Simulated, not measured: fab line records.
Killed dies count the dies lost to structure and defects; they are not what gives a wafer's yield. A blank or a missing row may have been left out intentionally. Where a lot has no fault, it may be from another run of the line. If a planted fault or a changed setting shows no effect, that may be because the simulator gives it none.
What tool caused it?	flow nand harc	Sampling: 13 lots, 39 wafers, 5 of 1302 route steps

WHAT EACH GAUGE READ, for each wafer
NHARC_END_SORT_01. Usual: killed at array 54, standard deviation 12; killed at other 0.7, standard deviation 1.1; killed at periphery 3.9, standard deviation 2.8; killed dies 59, standard deviation 13; killed open 3.4, standard deviation 2; killed short 2.5, standard deviation 1.7.
lot	measured	on	killed at array	killed at other	killed at periphery	killed dies	killed open	killed short	flag
L393	day 26 00:58	prober-02	672 676 675	1 0 1	4 1 1	677 677 677	3 2 1	2 3 3	OFF
L395	day 26 23:28	prober-02	674 672 674	1 0 2	2 5 1	677 677 677	4 4 3	4 2 2	OFF
L396	day 26 22:44	prober-01	674 671 669	0 2 2	3 4 6	677 677 677	4 2 2	1 1 4	OFF
L403	day 30 02:52	prober-02	49 46 50	0 0 0	4 3 3	53 49 53	4 5 2	4 4 3	
L404	day 30 14:28	prober-01	70 54 58	0 1 0	7 4 5	77 59 63	5 2 3	4 3 1	
L405	day 31 08:51	prober-02	59 51 64	1 2 0	0 0 2	60 53 66	2 2 6	2 2 1	
L406	day 31 16:37	prober-02	68 61 58	0 1 0	2 4 2	70 66 60	5 3 3	5 3 2	

EACH LOT AND THE TOOL THAT RAN IT (in order: tool; ch and the chambers of the sampled wafers; start)
lot	NHARC_A_STAIRCASE_ETCH_294	NHARC_A_STAIRCASE_STRIP_316	NHARC_A_STAIRCASE_DEP_151	NHARC_A_STAIRCASE_DEP_325
L390	rie diel-06 ch 0,1,2, day 18 07:59 or earlier	rie diel-01 ch 1,2,3, day 18 07:59 or earlier	pecvd-01 ch 0,1,2, day 18 07:59	pecvd-01 ch 0,1,2, day 18 23:50
L393	rie diel-01 ch 2,3, day 19 09:29 or earlier	rie diel-11 ch 0,2,3, day 19 09:29 or earlier	pecvd-02 ch 1,2, day 19 09:29	pecvd-02 ch 1,2, day 20 03:53
L395	rie diel-01 ch 2,3, day 20 04:32 or earlier	rie diel-11 ch 2,3, day 20 04:32 or earlier	pecvd-01 ch 0,1,2, day 20 04:32	pecvd-03 ch 0,2, day 20 21:50
L396	rie diel-06 ch 2,3, day 20 04:26 or earlier	rie diel-11 ch 0,2,3, day 20 04:26 or earlier	pecvd-02 ch 0,1, day 20 04:26	pecvd-02 ch 1,2, day 20 21:50
L401	rie diel-01 ch 0,1,3, day 22 18:01 or earlier	rie diel-11 ch 0,1, day 22 18:01 or earlier	pecvd-02 ch 0,1, day 22 18:01	pecvd-03 ch 0,1, day 23 15:26
L402	rie diel-06 ch 0,3, day 22 22:19 or earlier	rie diel-06 ch 0,1, day 22 22:19 or earlier	pecvd-01 ch 0,1,2, day 22 22:19	pecvd-01 ch 0,1, day 23 15:20
L403	rie diel-06 ch 1,2, day 23 15:19 or earlier	rie diel-01 ch 0,1, day 23 15:19 or earlier	pecvd-02 ch 1,2, day 23 15:19	pecvd-01 ch 0,2, day 24 06:34
L404	rie diel-06 ch 1,2,3, day 23 23:44 or earlier	rie diel-01 ch 0,1, day 23 23:44 or earlier	pecvd-02 ch 0,1,2, day 23 23:44	pecvd-02 ch 0,1,2, day 24 17:29
L405	rie diel-06 ch 0,1, day 24 13:44 or earlier	rie diel-06 ch 0,1,2, day 24 13:44 or earlier	pecvd-01 ch 0,1, day 24 13:44	pecvd-02 ch 0,1,2, day 25 04:59
L406	rie diel-11 ch 0,2,3, day 25 01:11 or earlier	rie diel-11 ch 0,3, day 25 01:11 or earlier	pecvd-02 ch 0,1,2, day 25 01:11	pecvd-03 ch 0,1,2, day 25 20:13
L410	rie diel-01 ch 0,2,3, day 26 04:44 or earlier	rie diel-01 ch 0,3, day 26 04:44 or earlier	pecvd-03 ch 0,1,2, day 26 04:44	pecvd-02 ch 0,1,2, day 26 20:43
L411	rie diel-06 ch 0,3, day 26 04:45 or earlier	rie diel-11 ch 0,1,2, day 26 04:45 or earlier	pecvd-01 ch 0,1,2, day 26 04:45	pecvd-03 ch 0,1, day 26 20:53
L412	rie diel-01 ch 0,2,3, day 26 21:29 or earlier	rie diel-01 ch 0,1,3, day 26 21:29 or earlier	pecvd-01 ch 0,1, day 26 21:29	pecvd-01 ch 0,1,2, day 27 12:49
- NHARC_A_STAIRCASE_ETCH_294: etches the open film in C4F8/O2/Ar, target depth 4989 nm, time 1211.6 s.
- NHARC_A_STAIRCASE_STRIP_316: strips in O2.
- NHARC_A_STAIRCASE_DEP_151: deposits SiO2, target thk 7200 nm.
- NHARC_A_STAIRCASE_DEP_325: deposits SiO2, target thk 7200 nm.

AS READ BY THE TOOLS THEMSELVES (means over the sampled wafers that have a number; for cases with no such wafer, the mark the record gives instead)
NHARC_A_STAIRCASE_ETCH_294. Usual: chamber pressure mTorr 24.999 mTorr, standard deviation 0.023; oes product au 0.938 a.u., standard deviation 0.017; rf vpp V 1827 V, standard deviation 13.
lot	tool	chamber pressure mTorr (mTorr)	oes product au (a.u.)	rf vpp V (V)	flag
L390	rie diel-06	25.000	0.938	1815	
L393	rie diel-01	24.993	0.933	1836	
L395	rie diel-01	24.990	0.942	1830	
L396	rie diel-06	25.001	0.930	1818	
L401	rie diel-01	24.969	0.942	1835	
L402	rie diel-06	25.002	0.930	1823	
L403	rie diel-06	24.964	0.952	1831	
L404	rie diel-06	25.015	0.962	1839	
L405	rie diel-06	24.998	0.932	1821	
L406	rie diel-11	24.996	0.932	1821	
L410	rie diel-01	24.980	0.950	1832	
L411	rie diel-06	25.006	0.927	1821	
L412	rie diel-01	25.000	0.932	1832	

NHARC_A_STAIRCASE_STRIP_316. Usual: chamber pressure mTorr 60.00 mTorr, standard deviation 0.056; drypump motor current A 5.6 A, standard deviation 0.58; oes product au 1.001 a.u., standard deviation 0.017; rf vpp V 57.9 V, standard deviation 0.84; showerhead plenum p Torr 3.58 Torr, standard deviation 0.16; throttle valve pct 17.037 %, standard deviation 0.01.
lot	tool	chamber pressure mTorr (mTorr)	drypump motor current A (A)	oes product au (a.u.)	rf vpp V (V)	showerhead plenum p Torr (Torr)	throttle valve pct (%)	flag
L390	rie diel-01	60.03	5.9	1.005	57.9	3.68	17.045	
L393	rie diel-11	59.97	5.4	1.015	57.2	3.48	17.045	
L395	rie diel-11	59.98	5.6	0.997	57.6	3.48	17.031	
L396	rie diel-11	60.03	5.4	1.001	57.4	3.48	17.039	
L401	rie diel-11	59.93	4.8	0.993	58.2	3.68	17.036	
L402	rie diel-06	59.92	5.8	0.989	58.0	3.48	17.041	
L403	rie diel-01	60.03	5.4	0.997	58.2	3.73	17.037	
L404	rie diel-01	59.98	5.4	0.997	57.4	3.73	17.031	
L405	rie diel-06	59.98	5.8	1.013	57.7	3.52	17.040	
L406	rie diel-11	60.03	5.0	1.005	58.1	3.44	17.048	
L410	rie diel-01	60.02	5.8	0.999	57.7	3.57	17.036	
L411	rie diel-11	59.96	5.2	0.992	57.5	3.56	17.041	
L412	rie diel-01	60.02	5.6	0.995	57.4	3.61	17.032	

NHARC_A_STAIRCASE_DEP_151. Usual: heater power outer w 387 W, standard deviation 75; heater power w 658 W, standard deviation 110.
lot	tool	heater power outer w (W)	heater power w (W)	flag
L390	pecvd-01	368	660	
L393	pecvd-02	383	637	
L395	pecvd-01	455	738	
L396	pecvd-02	399	682	
L401	pecvd-02	365	634	
L402	pecvd-01	368	648	
L403	pecvd-02	385	642	
L404	pecvd-02	351	606	
L405	pecvd-01	442	717	
L406	pecvd-02	357	615	
L410	pecvd-03	335	581	
L411	pecvd-01	384	645	
L412	pecvd-01	402	651	

NHARC_A_STAIRCASE_DEP_325. Usual: heater power outer w 387 W, standard deviation 80; heater power w 655 W, standard deviation 110.
lot	tool	heater power outer w (W)	heater power w (W)	flag
L390	pecvd-01	405	692	
L393	pecvd-02	-	-	OFF
L395	pecvd-03	-	-	OFF
L396	pecvd-02	-	-	OFF
L401	pecvd-03	296	514	
L402	pecvd-01	370	608	
L403	pecvd-01	327	564	
L404	pecvd-02	345	597	
L405	pecvd-02	356	623	
L406	pecvd-03	364	612	
L410	pecvd-02	395	661	
L411	pecvd-03	322	538	
L412	pecvd-01	444	726	

THE ANSWER, worked out from the rows above alone
Rule: a lot counts as off when the mean over its wafers that have a number is more than 3 standard deviations away from the usual mean. Also off: a lot with no number at a reading for which 4 or more lots have one. Any other lot the step has rows for is counted as sound. Order of review: gauges by route order, followed by the tools' own readings, for which a lot's mean as printed above is used. At the first step where some lot is off, the reading lying furthest off is the one used; lots without a number count as furthest.
Off: L393, L395, L396 (NHARC_END_SORT_01, killed at array). Neither off nor sound, because the step has no rows for them: L390, L401, L402, L410, L411, L412.
If a tool, at a process step before that reading, ran all the lots that are off and no sound lot after the first of them, it fits. Not tried: the gauges at NHARC_END_SORT_01; whatever is off there is also off at NHARC_A_STAIRCASE_DEP_325, on other tools, and gauge error can't account for it. With no start given for some of its lots, NHARC_A_STAIRCASE_ETCH_294 uses the hours and lot order of NHARC_A_STAIRCASE_DEP_151. With no start given for some of its lots, NHARC_A_STAIRCASE_STRIP_316 uses the hours and lot order of NHARC_A_STAIRCASE_DEP_151. None of those tried fits.

WHAT THE SIMULATOR HAD INSERTED
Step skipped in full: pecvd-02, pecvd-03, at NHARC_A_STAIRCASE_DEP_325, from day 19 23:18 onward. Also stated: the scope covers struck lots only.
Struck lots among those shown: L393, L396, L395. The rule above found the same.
